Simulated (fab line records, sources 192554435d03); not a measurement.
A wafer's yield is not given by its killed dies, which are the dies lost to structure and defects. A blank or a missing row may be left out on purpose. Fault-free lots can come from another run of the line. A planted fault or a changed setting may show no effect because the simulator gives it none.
Matching of chambers || flow n5 finfet || N5_HKMG_FIN_ETCH_67 on rie diel-06: 4 sister chambers
The step etches SOC in N2/H2, stops on TiN, target depth 388.9 nm. 14 wafers are shown with their chamber, then 7 later ones without.

WAFERS WITH THEIR CHAMBER
{"wafer": "L081.1", "chamber": 2, "throttle valve pct (%)": 17.99, "showerhead plenum p Torr (Torr)": 2.60, "oes product au (a.u.)": 0.92}
{"wafer": "L081.3", "chamber": 0, "throttle valve pct (%)": 17.41, "showerhead plenum p Torr (Torr)": 2.45, "oes product au (a.u.)": 0.80}
{"wafer": "L081.6", "chamber": 1, "throttle valve pct (%)": 17.88, "showerhead plenum p Torr (Torr)": 2.50, "oes product au (a.u.)": 0.70}
{"wafer": "L082.1", "chamber": 2, "throttle valve pct (%)": 18.00, "showerhead plenum p Torr (Torr)": 2.60, "oes product au (a.u.)": 0.93}
{"wafer": "L082.4", "chamber": 0, "throttle valve pct (%)": 17.40, "showerhead plenum p Torr (Torr)": 2.45, "oes product au (a.u.)": 0.79}
{"wafer": "L082.5", "chamber": 1, "throttle valve pct (%)": 17.90, "showerhead plenum p Torr (Torr)": 2.50, "oes product au (a.u.)": 0.69}
{"wafer": "L084.2", "chamber": 1, "throttle valve pct (%)": 17.88, "showerhead plenum p Torr (Torr)": 2.50, "oes product au (a.u.)": 0.69}
{"wafer": "L084.5", "chamber": 0, "throttle valve pct (%)": 17.42, "showerhead plenum p Torr (Torr)": 2.44, "oes product au (a.u.)": 0.80}
{"wafer": "L084.6", "chamber": 3, "throttle valve pct (%)": 18.14, "showerhead plenum p Torr (Torr)": 2.51, "oes product au (a.u.)": 0.67}
{"wafer": "L086.2", "chamber": 2, "throttle valve pct (%)": 17.99, "showerhead plenum p Torr (Torr)": 2.60, "oes product au (a.u.)": 0.92}
{"wafer": "L086.3", "chamber": 1, "throttle valve pct (%)": 17.88, "showerhead plenum p Torr (Torr)": 2.50, "oes product au (a.u.)": 0.69}
{"wafer": "L086.6", "chamber": 3, "throttle valve pct (%)": 18.15, "showerhead plenum p Torr (Torr)": 2.51, "oes product au (a.u.)": 0.67}
{"wafer": "L095.4", "chamber": 2, "throttle valve pct (%)": 18.02, "showerhead plenum p Torr (Torr)": 2.59, "oes product au (a.u.)": 0.88}
{"wafer": "L095.5", "chamber": 1, "throttle valve pct (%)": 17.95, "showerhead plenum p Torr (Torr)": 2.49, "oes product au (a.u.)": 0.68}

SIGNATURES (averages over the wafers above)
{"reading": "throttle valve pct", "chamber 0": 17.4100, "chamber 1": 17.8980, "chamber 2": 18.0000, "chamber 3": 18.1450, "scatter within a chamber": 0.0213}
{"reading": "showerhead plenum p Torr", "chamber 0": 2.4467, "chamber 1": 2.4980, "chamber 2": 2.5975, "chamber 3": 2.5100, "scatter within a chamber": 0.00471}
{"reading": "oes product au", "chamber 0": 0.7967, "chamber 1": 0.6900, "chamber 2": 0.9125, "chamber 3": 0.6700, "scatter within a chamber": 0.0132}
Rule: for a wafer and a chamber, the distance is found by dividing, reading by reading, the gap between the wafer's reading and the chamber's mean by the reading's scatter, squaring, summing and taking the root. If the next closest chamber is less than 2 further off than the closest, the wafer can't be placed; otherwise it belongs to the closest. The scatter: take each reading less its chamber's mean, square it, sum over the shown wafers, divide by the number of wafers less the number of chambers, and take the root.

WAFERS WHOSE CHAMBER IS MISSING
{"wafer": "L095.6", "throttle valve pct (%)": 18.03, "showerhead plenum p Torr (Torr)": 2.59, "oes product au (a.u.)": 0.89}
{"wafer": "L096.1", "throttle valve pct (%)": 18.05, "showerhead plenum p Torr (Torr)": 2.59, "oes product au (a.u.)": 0.88}
{"wafer": "L096.2", "throttle valve pct (%)": 18.19, "showerhead plenum p Torr (Torr)": 2.50, "oes product au (a.u.)": 0.66}
{"wafer": "L096.3", "throttle valve pct (%)": 17.46, "showerhead plenum p Torr (Torr)": 2.44, "oes product au (a.u.)": 0.77}
{"wafer": "L096.4", "throttle valve pct (%)": 17.93, "showerhead plenum p Torr (Torr)": 2.49, "oes product au (a.u.)": 0.68}
{"wafer": "L096.5", "throttle valve pct (%)": 18.04, "showerhead plenum p Torr (Torr)": 2.59, "oes product au (a.u.)": 0.88}
{"wafer": "L096.6", "throttle valve pct (%)": 18.18, "showerhead plenum p Torr (Torr)": 2.50, "oes product au (a.u.)": 0.65}

WHICH CHAMBER EACH WENT THROUGH
{"wafer": "L095.6", "from the rows above": 2, "in truth": 2}
{"wafer": "L096.1", "from the rows above": 2, "in truth": 2}
{"wafer": "L096.2", "from the rows above": 3, "in truth": 3}
{"wafer": "L096.3", "from the rows above": 0, "in truth": 0}
{"wafer": "L096.4", "from the rows above": 1, "in truth": 1}
{"wafer": "L096.5", "from the rows above": 2, "in truth": 2}
{"wafer": "L096.6", "from the rows above": 3, "in truth": 3}
7 of 7 placed correctly. From these rows, 0 cannot be placed. Placed wrongly: 0.
